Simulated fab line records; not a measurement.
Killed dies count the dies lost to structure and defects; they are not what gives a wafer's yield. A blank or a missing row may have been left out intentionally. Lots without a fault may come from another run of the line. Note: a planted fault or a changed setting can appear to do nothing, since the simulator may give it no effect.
fab line records	flow n5_finfet
record: lots: 7	wafers: 39
route steps=1938 shown ZERO_LAYER@4 FIN_SAQP@102 SPACER0@259 HKMG_FIN@386 GATE_CUT@510 BEOL_M1@753 BEOL_M4@1021 BEOL_M5@1174
start_h: start of the lot's first displayed wafer, in hours after the record's first day	wait_h: hours since the lot's step before	" the same as in the row above	L1.1+2: a single row standing in for several wafers	- no value, or no start given	* or withheld: withheld	< > ~ a bound
route shown NAME@n: names a module that has steps shown in the file, with the first one's number in the route	usual: mean/standard deviation taken from wafers without a fault	same: alike in all rows	chamber/n: place in a boat	sites: readings site by site	_std_site: the standard deviation of these	_edge_site: inner sites' mean taken away from outer sites' mean	radius_mm: for every site, how far away it sits from the centre of the wafer	mask NAME#n: copy n	behind: the most recent tool/chamber to have shaped the wafer	hold: reason for holding the lot/hours on hold/outcome of the hold	device: transistor that didn't switch, given as n, p or np	end of line: the same wafers' tests at the end of the route	a step with no rows: only its recipe	killed: not the wafer's yield, but the dies lost to structure and defects at the first sort	map: per-die view of a wafer (x killed, . not killed, _ where there is no die)
set.NAME: the setting that was run; set.NAME@STEP: the one run at that earlier step	model.NAME: the simulator's own value behind a step, which no gauge read
lots run with intentionally changed settings; tables by step, rows by wafer
== steps ==
step: N5_ZERO_LAYER_PECVD_02
recipe: material: SiO2	target_thk_a: 100	temp_c: 400	precursor: SiH4/N2O	pressure_torr: 0.75	rf_w: 275	time_s: 6
lot.wafer	tool	chamber	start_h	wait_h	set.time_s	model.SiO2_of_ZERO_LAYER_PECVD_02.thk_nm
L079.1	pecvd-02	1	42.28	0.0	9.233	15.6
L079.2	"	1	"	"	9.233	15.63
L079.3	"	1	"	"	6	10.29
L079.4	"	1	"	"	6	10.13
L079.5	"	1	"	"	6	10.16
L079.6	"	1	"	"	9.233	15.66
L080.1	pecvd-02	0	48.28	0.0	6	9.902
L080.2	"	1	"	"	8.254	13.57
L080.3	"	0	"	"	6	9.998
L080.4	"	1	"	"	8.254	13.87
L080.5	"	1	"	"	8.254	13.82
L080.6	"	0	"	"	6	10.12
L081.1	pecvd-02	2	54.30	0.0	4.153	6.943
L081.2	"	1	"	"	4.153	7
L081.3	"	0	"	"	6	9.855
L081.4	"	1	"	"	6	9.95
L081.5	"	0	"	"	6	10.06
L081.6	"	2	"	"	4.153	6.934
L083.1	pecvd-01	0	66.28	0.0	7.215	12.12
L083.2	"	1	"	"	6	10.01
L083.3	"	2	"	"	7.215	12
L083.4	"	1	"	"	7.215	12.23
L083.5	"	2	"	"	6	10.23
L083.6	"	0	"	"	6	10.07
L093.1	pecvd-02	0	126.28	0.0	6	9.849
L093.2	"	2	"	"	6	9.965
L093.3	"	1	"	"	7.607	12.8
L093.4	"	1	"	"	6	10.25
L093.5	"	2	"	"	7.607	13
L093.6	"	0	"	"	7.607	12.75
L094.1	pecvd-02	2	132.28	0.0	6	10.02
L094.2	"	0	"	"	2.702	4.362
L094.3	"	1	"	"	6	10.22
L094.4	"	1	"	"	6	10.3
L094.5	"	0	"	"	2.702	4.725
L094.6	"	2	"	"	2.702	4.744
L096.1	pecvd-01	0	144.29	0.0	6	9.773
L096.3	"	2	"	"	6	9.848
L096.4	"	2	"	"	6	9.948
step: N5_FIN_SAQP_HM_DEP_72
recipe: material: SiO2	target_thk_a: 120	temp_c: 400	precursor: SiH4/N2O	pressure_torr: 0.75	rf_w: 275	time_s: 7.2
lot.wafer	tool	chamber	start_h	wait_h	set.time_s	model.SiO2_of_FIN_SAQP_HM_DEP_72.thk_nm
L079.1	pecvd-04	2	52.42	0.0	7.2	11.89
L079.2	"	1	"	"	7.2	11.87
L079.3	"	0	"	"	7.2	11.88
L079.4+6	"	2,0	"	"	7.2	12.02
L079.5	"	1	"	"	7.2	11.86
L080.1	pecvd-03	2	59.13	0.0	5.836	9.601
L080.2	"	0	"	"	7.2	12.03
L080.3	"	1	"	"	7.2	11.68
L080.4	"	0	"	"	5.836	9.752
L080.5	"	2	"	"	5.836	9.905
L080.6	"	1	"	"	7.2	12.04
L081.1	pecvd-01	1	65.38	0.0	7.2	12.11
L081.2	"	2	"	"	7.2	12.04
L081.3	"	0	"	"	7.2	12.16
L081.4	"	0	"	"	7.2	12.24
L081.5	"	1	"	"	7.2	12.09
L081.6	"	2	"	"	7.2	12.28
L083.1	pecvd-01	1	76.00	0.0	3.246	5.285
L083.2	"	0	"	"	7.2	11.62
L083.3	"	2	"	"	7.2	11.9
L083.4	"	0	"	"	7.2	12.19
L083.5	"	1	"	"	3.246	5.315
L083.6	"	2	"	"	3.246	5.264
L093.1	pecvd-03	0	137.30	0.0	7.2	11.88
L093.2	"	1	"	"	7.2	11.9
L093.3	"	2	"	"	4.696	7.701
L093.4	"	0	"	"	4.696	7.903
L093.5	"	1	"	"	7.2	12
L093.6	"	2	"	"	4.696	7.852
L094.1	pecvd-01	0	143.49	0.0	7.2	11.87
L094.2+5	"	1,2	"	"	7.2	12.07
L094.3	"	2	"	"	7.2	12.06
L094.4	"	0	"	"	7.2	12.03
L094.6	"	1	"	"	7.2	12.21
L096.1	pecvd-03	1	153.49	0.0	7.2	11.78
L096.3	"	0	"	"	7.2	11.71
L096.4	"	0	"	"	7.2	11.89
step: N5_FIN_SAQP_COAT_49
recipe: resist: SOC	temp_c: 250	time_s: 60	spin_rpm: 1500	resist_thk_nm: 100
step: N5_FIN_SAQP_COAT_50
recipe: resist: SiARC	temp_c: 220	time_s: 60	spin_rpm: 1500	resist_thk_nm: 35
step: N5_FIN_SAQP_ETCH_52
recipe: chemistry: N2/H2	target: SOC	target_depth_a: 1000	overetch_a: 200	mask_material: SiARC	temp_c: 40	time_s: 150	ion_energy_ev: 200	pressure_mtorr: 30	source_w: 840	bias_w: 150	n2_flow_sccm: 200	h2_flow_sccm: 200	ends: end_point
step: N5_FIN_SAQP_STRIP_53
recipe: chemistry: N2/H2	temp_c: 40	n2_flow_sccm: 200	h2_flow_sccm: 200	rf_frequency_hz: 6e+07
step: N5_FIN_SAQP_HM_OPEN_73
recipe: chemistry: CHF3/O2	target: SiO2	stop_on: a-Si	target_depth_a: 120	over_etch_frac: 1.8	mask_material: SOC	time_s: 16.8	pressure_mtorr: 30	source_w: 650	bias_w: 170	Ar_flow_sccm: 200	CHF3_flow_sccm: 50	O2_flow_sccm: 5	ion_energy_ev: 200	ends: end_point
lot.wafer	tool	chamber	start_h	wait_h	set.time_s@FIN_SAQP_HM_DEP_72	model.etch.depth_nm
L079.1	rie_diel-05	2	53.29	0.0	7.2	11.89
L079.2	"	0	"	"	7.2	11.87
L079.3	"	3	"	"	7.2	11.88
L079.4+6	"	1	"	"	7.2	12.02
L079.5	"	2	"	"	7.2	11.86
L080.1	rie_diel-01	3	59.89	0.0	5.836	9.601
L080.2	"	2	"	"	7.2	12.03
L080.3	"	0	"	"	7.2	11.68
L080.4	"	1	"	"	5.836	9.752
L080.5	"	0	"	"	5.836	9.905
L080.6	"	3	"	"	7.2	12.04
L081.1	rie_diel-01	3	66.00	0.0	7.2	12.11
L081.2	"	2	"	"	7.2	12.04
L081.3	"	1	"	"	7.2	12.16
L081.4	"	0	"	"	7.2	12.24
L081.5	"	2	"	"	7.2	12.09
L081.6	"	1	"	"	7.2	12.28
L083.1	rie_diel-06	3	76.74	0.0	3.246	5.285
L083.2	"	1	"	"	7.2	11.62
L083.3	"	0	"	"	7.2	11.9
L083.4	"	2	"	"	7.2	12.19
L083.5	"	0	"	"	3.246	5.315
L083.6	"	3	"	"	3.246	5.264
L093.1	rie_diel-05	1	138.24	0.0	7.2	11.88
L093.2	"	0	"	"	7.2	11.9
L093.3	"	2	"	"	4.696	7.701
L093.4	"	3	"	"	4.696	7.903
L093.5	"	1	"	"	7.2	12
L093.6	"	0	"	"	4.696	7.852
L094.1	rie_diel-05	2	144.15	0.0	7.2	11.87
L094.2+5	"	0,2	"	"	7.2	12.07
L094.3	"	3	"	"	7.2	12.06
L094.4	"	3	"	"	7.2	12.03
L094.6	"	0	"	"	7.2	12.21
L096.1	rie_diel-06	2	154.45	0.0	7.2	11.78
L096.3	"	3	"	"	7.2	11.71
L096.4	"	0	"	"	7.2	11.89
step: N5_SPACER0_ALD_00
recipe: material: SiOCN	target_thk_a: 35	temp_c: 400	ald_precursor_family: alkyl-aminosilane	ald_co_reactant: O2/N2-plasma	pulse_time_s: 3	purge_time_s: 2	co_reactant_purge_time_s: 2	ald_cycles: 58	pressure_torr: 2
lot.wafer	tool	chamber	start_h	wait_h	set.ald_cycles	model.SiOCN_of_SPACER0_ALD_00.thk_nm
L079.1+2+4	ald_sin-03	0,3,2	82.31	0.1	58	3.6
L079.3+5+6	"	1,2,3	"	"	92	5.6
L080.1+2	ald_sin-01	2,3	87.35	0.1	58	3.6
L080.3+4+5	"	1,0,3	"	"	86	5.2
L080.6	"	2	"	"	58	3.4
L081.1+5	ald_sin-03	3,0	91.01	0.1	58	3.4
L081.2	"	1	"	"	58	3.6
L081.3+6	"	0,1	"	"	71	4.2
L081.4	"	2	"	"	71	4.4
L083.1+4+5+6	ald_sin-04	0,1,3,0	102.40	0.1	58	3.4
L083.2+3	"	2,3	"	"	58	3.6
L093.1+2	ald_sin-03	1,2	166.43	0.1	91	5.6
L093.3+4	"	3,0	"	"	58	3.4
L093.5	"	2	"	"	58	3.6
L093.6	"	1	"	"	91	5.4
L094.1+2+4	ald_sin-01	2,1,0	175.20	0.1	67	4
L094.3+5+6	"	3,0,1	"	"	58	3.4
L096.1+4	ald_sin-01	2,0	182.77	0.1	58	3.4
L096.3	"	3	"	"	58	3.6
step: N5_HKMG_FIN_HK_ALD_01
recipe: material: HfO2	target_thk_a: 16	temp_c: withheld	ald_precursor_family: HfCl4	ald_co_reactant: H2O	pulse_time_s: 3	purge_time_s: 3	co_reactant_purge_time_s: 2.5	co_reactant_pulse_time_s: 0.3	ald_cycles: 30
lot.wafer	tool	chamber	start_h	wait_h	set.ald_cycles	model.HfO2_of_HKMG_FIN_HK_ALD_01.thk_nm
L079.1+4+5	ald_hk-02	1,3,0	108.37	0.0	30	1.6
L079.2+3+6	"	0,2,3	"	"	25	1.4
L080.1+3+5	ald_hk-01	0,1,0	110.42	0.0	30	1.6
L080.2+4+6	"	2,3,3	"	"	14	0.8
L081.1+3+6	ald_hk-03	0,1,0	114.82	0.0	42	2.2
L081.2+4+5	"	2,3,1	"	"	30	1.6
L083.1+2+5	ald_hk-02	2,3,2	125.24	0.0	30	1.6
L083.3+4+6	"	1,0,1	"	"	44	2.4
L093.1+5+6	ald_hk-02	3,2,1	187.90	0.0	43	2.2
L093.2+3+4	"	0,2,1	"	"	30	1.6
L094.1+5+6	ald_hk-01	0,3,0	198.56	0.0	30	1.6
L094.2+3+4	"	2,1,3	"	"	36	2
L096.1+3+4	ald_hk-02	0,3,1	205.00	0.0	30	1.6
step: N5_HKMG_FIN_HK_ANNEAL_02
recipe: temp_c: 700	time_s: 30	ambient: N2	idle_temp_c: 600	ramp_up_c_per_s: 150	ramp_down_c_per_s: 60	cool_to_c: 600
step: N5_HKMG_FIN_ALD_74
recipe: material: La2O3	target_thk_a: 5	temp_c: 250	ald_precursor_family: La-Cp	ald_co_reactant: O3	pulse_time_s: 6	co_reactant_pulse_time_s: 1	purge_time_s: 3	co_reactant_purge_time_s: 3
step: N5_HKMG_FIN_WET_ETCH_82
recipe: chemistry: dHCl	mix: 1:10000	temp_c: 25	target: La2O3	stop_on: HfO2	target_depth_nm: 2	dry: ipa_marangoni	rinse_time_s: 30	rinse_temp_c: 23
step: N5_HKMG_FIN_ALD_36
recipe: material: TiN	target_thk_a: 10	temp_c: 400	ald_precursor_family: TiCl4	ald_co_reactant: NH3	pulse_time_s: 1	purge_time_s: 3	co_reactant_purge_time_s: 2	co_reactant_pulse_time_s: 2	ald_cycles: 47	pressure_torr: 3
step: N5_HKMG_FIN_THK_MEAS_70
recipe: thk_meas_gauge: xrf	reads: HfO2_of_HKMG_FIN_HK_ALD_01
usual: HK_THK: 1.606/0.022
lot.wafer	tool	chamber	start_h	wait_h	set.ald_cycles@HKMG_FIN_HK_ALD_01	HK_THK[nm]
L079.1	film_metro-01	-	112.27	0.2	30	1.577
L079.2	"	-	"	"	25	1.331
L079.3	"	-	"	"	25	1.337
L079.4	"	-	"	"	30	1.609
L079.5	"	-	"	"	30	1.614
L079.6	"	-	"	"	25	1.333
L080.1	film_metro-02	-	113.99	0.2	30	1.568
L080.2	"	-	"	"	14	0.764
L080.3	"	-	"	"	30	1.639
L080.4	"	-	"	"	14	0.751
L080.5	"	-	"	"	30	1.593
L080.6	"	-	"	"	14	0.753
L081.1	film_metro-01	-	118.74	0.2	42	2.231
L081.2	"	-	"	"	30	1.608
L081.3	"	-	"	"	42	2.215
L081.4	"	-	"	"	30	1.614
L081.5	"	-	"	"	30	1.604
L081.6	"	-	"	"	42	2.215
L083.1	film_metro-01	-	129.34	0.2	30	1.582
L083.2	"	-	"	"	30	1.603
L083.3	"	-	"	"	44	2.347
L083.4	"	-	"	"	44	2.360
L083.5	"	-	"	"	30	1.597
L083.6	"	-	"	"	44	2.357
L093.1	film_metro-02	-	191.37	0.2	43	2.351
L093.2	"	-	"	"	30	1.599
L093.3	"	-	"	"	30	1.622
L093.4	"	-	"	"	30	1.589
L093.5	"	-	"	"	43	2.315
L093.6	"	-	"	"	43	2.311
L094.1	film_metro-02	-	202.19	0.2	30	1.594
L094.2	"	-	"	"	36	1.977
L094.3	"	-	"	"	36	1.947
L094.4	"	-	"	"	36	1.963
L094.5	"	-	"	"	30	1.585
L094.6	"	-	"	"	30	1.604
L096.1	film_metro-02	-	208.62	0.2	30	1.596
L096.3	"	-	"	"	30	1.583
L096.4	"	-	"	"	30	1.571
step: N5_GATE_CUT_ALD_22
recipe: material: SiNx	target_thk_a: 160	temp_c: 400	ald_precursor_family: SiH2I2	ald_co_reactant: N2/H2-plasma	pulse_time_s: 1	ald_cycles: 320	purge_time_s: 2	co_reactant_purge_time_s: 2	pressure_torr: 2
lot.wafer	tool	chamber	start_h	wait_h	set.ald_cycles	model.SiNx_of_GATE_CUT_ALD_22.thk_nm
L079.1+2	ald_sin-01	0,2	122.82	0.0	130	6.4
L079.3	"	1	"	"	130	6.6
L079.4+5	"	3	"	"	320	15.8
L079.6	"	0	"	"	320	16
L080.1+4	ald_sin-04	1,3	124.34	0.0	424	21.2
L080.2+5+6	"	0,0,3	"	"	320	16
L080.3	"	2	"	"	424	21
L081.1+4	ald_sin-01	3,2	128.97	0.1	223	11
L081.2+3+6	"	0,1,2	"	"	320	16
L081.5	"	1	"	"	223	11.2
L083.1+2+3+4+5+6	ald_sin-01	2,3,0,1,2,3	140.39	0.8	320	16
L093.1+2+3+4+5+6	ald_sin-01	2,3,1,0,3,0	202.86	0.3	320	16
L094.1+3+6	ald_sin-03	0,2,1	213.47	0.0	320	16
L094.2+4+5	"	3,1,0	"	"	419	21
L096.1+3+4	ald_sin-03	2,0,3	218.96	0.0	320	16
step: N5_GATE_CUT_CMP_23
recipe: stop_on: SiO2	t_overpolish_s: 23.4	post_cmp_clean: alkaline_brush	down_force_psi: 2.5	platen_rpm: 51.8	pad_velocity_m_s: 1.0307	target_thk_nm: 16
usual: time_to_endpoint_s: 19.9/2.5
lot.wafer	tool	chamber	start_h	wait_h	set.ald_cycles@GATE_CUT_ALD_22	time_to_endpoint_s	model.SiNx_of_GATE_CUT_ALD_22.thk_nm
L079.2	cmp-01	1	124.31	0.8	130	5.6	6.4
L079.1	"	2	"	"	130	9.4	6.4
L079.4	"	3	"	"	320	18.9	15.8
L079.3	"	0	"	"	130	7.5	6.6
L079.5	"	1	"	"	320	19.1	15.8
L079.6	"	2	"	"	320	16.8	16
L080.4	cmp-03	3	125.83	0.8	424	23.6	13.4
L080.1	"	0	"	"	424	20.5	14.2
L080.2	"	1	"	"	320	20.4	16
L080.3	"	2	"	"	424	22.8	14.6
L080.6	"	3	"	"	320	16.1	16
L080.5	"	0	"	"	320	15.1	16
L081.4	cmp-01	2	130.46	0.8	223	15.0	11
L081.1	"	3	"	"	223	14.5	11
L081.2	"	0	"	"	320	22.7	16
L081.3	"	1	"	"	320	21.2	16
L081.6	"	2	"	"	320	23.3	16
L081.5	"	3	"	"	223	16.4	11.2
L083.1	cmp-03	3	141.88	0.8	320	17.9	16
L083.2	"	0	"	"	320	18.3	16
L083.3	"	1	"	"	320	19.1	16
L083.4	"	2	"	"	320	17.3	16
L083.5	"	3	"	"	320	19.1	16
L083.6	"	0	"	"	320	18.3	16
L093.4	cmp-04	2	204.35	0.8	320	21.4	16
L093.1	"	3	"	"	320	23.7	16
L093.2	"	0	"	"	320	20.7	16
L093.3	"	1	"	"	320	20.1	16
L093.6	"	2	"	"	320	23.0	16
L093.5	"	3	"	"	320	23.6	16
L094.1	cmp-03	2	214.96	0.8	320	15.7	16
L094.4	"	3	"	"	419	23.7	15.6
L094.2	"	0	"	"	419	23.0	16
L094.3	"	1	"	"	320	18.4	16
L094.5	"	2	"	"	419	25.5	14.8
L094.6	"	3	"	"	320	19.3	16
L096.1	cmp-03	2	220.48	0.8	320	18.2	16
L096.3	"	3	"	"	320	16.6	16
L096.4	"	0	"	"	320	18.2	16
step: N5_BEOL_M1_PECVD_72
recipe: material: SiO2	target_thk_a: 160	temp_c: 400	precursor: TEOS/O2	pressure_torr: 5.5	rf_w: 450	teos_flow_sccm: 53.8	gas: O2	flow_sccm: 3000	time_s: 18
lot.wafer	tool	chamber	start_h	wait_h	set.time_s	model.SiO2_of_BEOL_M1_PECVD_72.thk_nm
L079.1+4+6	pecvd-02	2,1,0	158.87	0.0	18	16.2
L079.2	"	1	"	"	12.25	11
L079.3	"	0	"	"	12.25	11.2
L079.5	"	2	"	"	12.25	11.4
L080.1+2	pecvd-03	1,2	161.43	0.0	18	15.8
L080.3	"	0	"	"	18	15.4
L080.4	"	0	"	"	18	16
L080.5	"	1	"	"	18	15.6
L080.6	"	2	"	"	18	16.2
L081.1	pecvd-04	0	163.45	0.0	18	15.8
L081.2+5	"	2,1	"	"	27.66	24.6
L081.3	"	1	"	"	27.66	24.4
L081.4	"	2	"	"	18	16.4
L081.6	"	0	"	"	18	16.2
L083.1+2+5+6	pecvd-04	2,1,0,1	176.47	0.0	18	16.2
L083.3	"	0	"	"	18	16
L083.4	"	2	"	"	18	16.4
L093.1+6	pecvd-04	2,1	236.20	0.0	18	16.2
L093.2	"	0	"	"	18	16
L093.3	"	1	"	"	18	15.8
L093.4+5	"	2,0	"	"	18	16.4
L096.1+3	pecvd-02	0,1	252.20	0.0	18	16
L096.4	"	1	"	"	18	16.4
L094.1	pecvd-04	1	252.28	0.0	18	16.2
L094.2	"	2	"	"	10.18	9.8
L094.3	"	0	"	"	10.18	9.2
L094.4	"	0	"	"	18	16.4
L094.5	"	1	"	"	10.18	9.4
L094.6	"	2	"	"	18	16.8
step: N5_BEOL_M4_ILD_DEP_00
recipe: material: SiOC	target_thk_a: 790	temp_c: 350	precursor: DEMS/O2	pressure_torr: 5	rf_w: 500	time_s: 15.3
lot.wafer	tool	chamber	start_h	wait_h	set.time_s	model.SiOC_of_BEOL_M4_ILD_DEP_00.thk_nm
L080.1	pecvd-01	2	188.23	0.0	11.47	59.4
L080.2	"	0	"	"	15.3	79.8
L080.3	"	1	"	"	15.3	78.6
L080.4	"	1	"	"	11.47	60.4
L080.5	"	2	"	"	11.47	60
L080.6	"	0	"	"	15.3	81
L079.1	pecvd-01	1	194.16	0.0	22.08	112.8
L079.2	"	2	"	"	15.3	78.6
L079.3	"	0	"	"	22.08	113.6
L079.4	"	1	"	"	22.08	114.8
L079.5	"	0	"	"	15.3	80.4
L079.6	"	2	"	"	15.3	79
L081.1+2	pecvd-01	1,2	196.20	0.0	10.96	55.6
L081.3	"	0	"	"	10.96	56.2
L081.4	"	2	"	"	15.3	78
L081.5	"	0	"	"	15.3	80.2
L081.6	"	1	"	"	15.3	79.6
L083.1+3	pecvd-04	0,2	199.88	0.0	18.85	96.2
L083.2	"	1	"	"	15.3	78.6
L083.4	"	2	"	"	15.3	79.8
L083.5	"	1	"	"	18.85	97.4
L083.6	"	0	"	"	15.3	79.4
L093.1	pecvd-04	2	279.30	0.0	15.3	78.2
L093.2	"	0	"	"	15.3	77.8
L093.3	"	1	"	"	15.3	78.4
L093.4	"	0	"	"	15.3	79
L093.5	"	2	"	"	15.3	80.2
L093.6	"	1	"	"	15.3	80
L094.1	pecvd-04	1	294.62	0.0	19.03	97.8
L094.2	"	2	"	"	19.03	96.4
L094.3	"	0	"	"	15.3	77.6
L094.4	"	0	"	"	15.3	78.8
L094.5	"	1	"	"	15.3	79.2
L094.6	"	2	"	"	19.03	98.4
L096.1	pecvd-02	1	295.46	0.1	15.3	78.8
L096.3	"	1	"	"	15.3	80.2
L096.4	"	2	"	"	15.3	80.8
step: N5_BEOL_M4_THK_MEAS_01
recipe: reads: SiOC_of_BEOL_M4_ILD_DEP_00
usual: M4_ILD_THK: 79.1/1.1
lot.wafer	tool	chamber	start_h	wait_h	set.time_s@BEOL_M4_ILD_DEP_00	M4_ILD_THK[nm]
L080.1	film_metro-02	-	188.30	0.0	11.47	59.4
L080.2	"	-	"	"	15.3	79.8
L080.3	"	-	"	"	15.3	78.7
L080.4	"	-	"	"	11.47	60.5
L080.5	"	-	"	"	11.47	60.1
L080.6	"	-	"	"	15.3	81.0
L079.1	film_metro-02	-	194.23	0.0	22.08	112.8
L079.2	"	-	"	"	15.3	78.6
L079.3	"	-	"	"	22.08	113.7
L079.4	"	-	"	"	22.08	114.7
L079.5	"	-	"	"	15.3	80.5
L079.6	"	-	"	"	15.3	78.9
L081.1	film_metro-02	-	196.27	0.0	10.96	55.7
L081.2	"	-	"	"	10.96	55.6
L081.3	"	-	"	"	10.96	56.2
L081.4	"	-	"	"	15.3	78.1
L081.5	"	-	"	"	15.3	80.2
L081.6	"	-	"	"	15.3	79.7
L083.1	film_metro-02	-	199.95	0.0	18.85	96.2
L083.2	"	-	"	"	15.3	78.7
L083.3	"	-	"	"	18.85	96.2
L083.4	"	-	"	"	15.3	79.8
L083.5	"	-	"	"	18.85	97.4
L083.6	"	-	"	"	15.3	79.4
L093.1	film_metro-02	-	279.37	0.0	15.3	78.1
L093.2	"	-	"	"	15.3	77.6
L093.3	"	-	"	"	15.3	78.5
L093.4	"	-	"	"	15.3	79.0
L093.5	"	-	"	"	15.3	80.2
L093.6	"	-	"	"	15.3	80.0
L094.1	film_metro-02	-	294.69	0.0	19.03	97.8
L094.2	"	-	"	"	19.03	96.3
L094.3	"	-	"	"	15.3	77.5
L094.4	"	-	"	"	15.3	78.8
L094.5	"	-	"	"	15.3	79.2
L094.6	"	-	"	"	19.03	98.5
L096.1	film_metro-01	-	295.55	0.1	15.3	78.8
L096.3	"	-	"	"	15.3	80.1
L096.4	"	-	"	"	15.3	80.8
step: N5_BEOL_M5_CVD_47
recipe: material: Co	target_thk_a: 30	temp_c: withheld	precursor: CCTBA/H2	pressure_torr: 30	time_s: 216
lot.wafer	tool	chamber	start_h	wait_h	set.target_thk_a	model.Co_of_BEOL_M5_CVD_47.thk_nm
L080.1	cvd_co-01	1	206.50	0.3	30	2.8
L080.2+4	"	2,0	"	"	30	3
L080.3+5+6	"	0,2,1	"	"	21.19	2
L079.1+2+5	cvd_co-01	2,1,2	212.52	0.0	41.33	4.2
L079.3+4	"	0	"	"	30	3.2
L079.6	"	1	"	"	30	3
L081.1+3+5	cvd_co-01	1,0,0	219.37	0.8	30	3
L081.2+4+6	"	2,2,1	"	"	43.88	4.4
L083.1+2+5+6	cvd_co-01	1,2,1,0	228.38	0.0	30	3
L083.3+4	"	0,2	"	"	30	3.2
L093.1+3+6	cvd_co-02	2,0,2	295.47	0.0	30	3
L093.2+4+5	"	1,0,1	"	"	38.65	3.8
L094.1+2	cvd_co-02	2,0	315.84	0.1	23.87	2.4
L094.3+6	"	2	"	"	30	3
L094.4	"	0	"	"	30	3.2
L094.5	"	0	"	"	23.87	2.2
L096.1	cvd_co-01	1	317.85	0.0	30	3.2
L096.3+4	"	2	"	"	30	3
== key ==
split: step: N5_ZERO_LAYER_PECVD_02	setting: time_s	stated: 6	by: wafer
response: step: N5_ZERO_LAYER_PECVD_02	reading: model.SiO2_of_ZERO_LAYER_PECVD_02.thk_nm	change: +0.101	per: 1%	r: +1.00
split: step: N5_FIN_SAQP_HM_DEP_72	setting: time_s	stated: 7.2	by: wafer
response: step: N5_FIN_SAQP_HM_DEP_72	reading: model.SiO2_of_FIN_SAQP_HM_DEP_72.thk_nm	change: +0.119	per: 1%	r: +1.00
response: step: N5_FIN_SAQP_HM_OPEN_73	reading: model.etch.depth_nm	change: +0.119	per: 1%	r: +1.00
split: step: N5_SPACER0_ALD_00	setting: ald_cycles	stated: 58	by: wafer
response: step: N5_SPACER0_ALD_00	reading: model.SiOCN_of_SPACER0_ALD_00.thk_nm	change: +0.0351	per: 1%	r: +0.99
split: step: N5_HKMG_FIN_HK_ALD_01	setting: ald_cycles	stated: 30	by: wafer
response: step: N5_HKMG_FIN_HK_ALD_01	reading: model.HfO2_of_HKMG_FIN_HK_ALD_01.thk_nm	change: +0.0154	per: 1%	r: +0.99
response: step: N5_HKMG_FIN_THK_MEAS_70	reading: HK_THK	change: +0.0161	per: 1%	r: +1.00
split: step: N5_GATE_CUT_ALD_22	setting: ald_cycles	stated: 320	by: wafer
response: step: N5_GATE_CUT_ALD_22	reading: model.SiNx_of_GATE_CUT_ALD_22.thk_nm	change: +0.159	per: 1%	r: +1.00
response: step: N5_GATE_CUT_CMP_23	reading: time_to_endpoint_s	change: *	per: 1%	r: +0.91
response: step: N5_GATE_CUT_CMP_23	reading: model.SiNx_of_GATE_CUT_ALD_22.thk_nm	shape: bent	at_lowest: 6.467	at_stated: 15.99	at_highest: 14.07
split: step: N5_BEOL_M1_PECVD_72	setting: time_s	stated: 18	by: wafer
response: step: N5_BEOL_M1_PECVD_72	reading: model.SiO2_of_BEOL_M1_PECVD_72.thk_nm	change: +0.158	per: 1%	r: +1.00
split: step: N5_BEOL_M4_ILD_DEP_00	setting: time_s	stated: 15.3	by: wafer
response: step: N5_BEOL_M4_ILD_DEP_00	reading: model.SiOC_of_BEOL_M4_ILD_DEP_00.thk_nm	change: +0.785	per: 1%	r: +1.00
response: step: N5_BEOL_M4_THK_MEAS_01	reading: M4_ILD_THK	change: +0.785	per: 1%	r: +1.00
split: step: N5_BEOL_M5_CVD_47	setting: target_thk_a	stated: 30	by: wafer
response: step: N5_BEOL_M5_CVD_47	reading: model.Co_of_BEOL_M5_CVD_47.thk_nm	change: +0.03	per: 1%	r: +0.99
